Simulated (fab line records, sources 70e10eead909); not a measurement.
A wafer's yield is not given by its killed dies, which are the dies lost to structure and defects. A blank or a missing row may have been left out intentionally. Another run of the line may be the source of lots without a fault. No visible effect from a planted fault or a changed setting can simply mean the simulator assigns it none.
Chamber matching :: flow nand-harc :: pecvd-04 running NHARC_A_STAIRCASE_DEP_471: 3 sister chambers
The step deposits SiO2, target thk 100 nm. 3 wafers are shown with their chamber, then 9 later ones without.

== WAFERS, EACH WITH ITS CHAMBER ==
wafer: L085.4
chamber: 1
heater-power-outer-w (W): 293

wafer: L090.1
chamber: 2
heater-power-outer-w (W): 285

wafer: L090.5
chamber: 0
heater-power-outer-w (W): 142

== WAFERS MISSING THEIR CHAMBER ==
wafer: L089.1
heater-power-outer-w (W): 308

wafer: L089.4
heater-power-outer-w (W): 173

wafer: L089.5
heater-power-outer-w (W): 311

wafer: L093.3
heater-power-outer-w (W): 187

wafer: L093.5
heater-power-outer-w (W): 191

wafer: L093.6
heater-power-outer-w (W): 298

wafer: L094.2
heater-power-outer-w (W): 290

wafer: L094.3
heater-power-outer-w (W): 260

wafer: L094.4
heater-power-outer-w (W): 299

== EACH ONE'S CHAMBER ==
wafer: L089.1
from the rows above: can't be placed: 1 or 2
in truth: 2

wafer: L089.4
from the rows above: 0
in truth: 0

wafer: L089.5
from the rows above: can't be placed: 1 or 2
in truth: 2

wafer: L093.3
from the rows above: can't be placed: 0 or 2
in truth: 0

wafer: L093.5
from the rows above: can't be placed: 0 or 2 or 1
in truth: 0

wafer: L093.6
from the rows above: can't be placed: 1 or 2
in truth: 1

wafer: L094.2
from the rows above: can't be placed: 1 or 2
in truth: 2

wafer: L094.3
from the rows above: can't be placed: 2 or 1
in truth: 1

wafer: L094.4
from the rows above: can't be placed: 1 or 2
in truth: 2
Placed correctly: 1 of 9. Unplaceable from these rows: 8, with the true chamber sitting among the candidates in 8. 0 placed wrongly.
How it was worked out, from the rows above alone: a wafer's distance from a chamber is the root of the sum, over the readings, of the square of ((its reading less the chamber's mean) divided by the reading's scatter). The wafer belongs to the nearest chamber; if the next one is less than 2 further off, it can't be placed. The mean given for a chamber averages the wafers shown for that chamber. The scatter: root of mean squared gap, hidden wafer to nearest shown wafer, with one shown wafer a chamber.
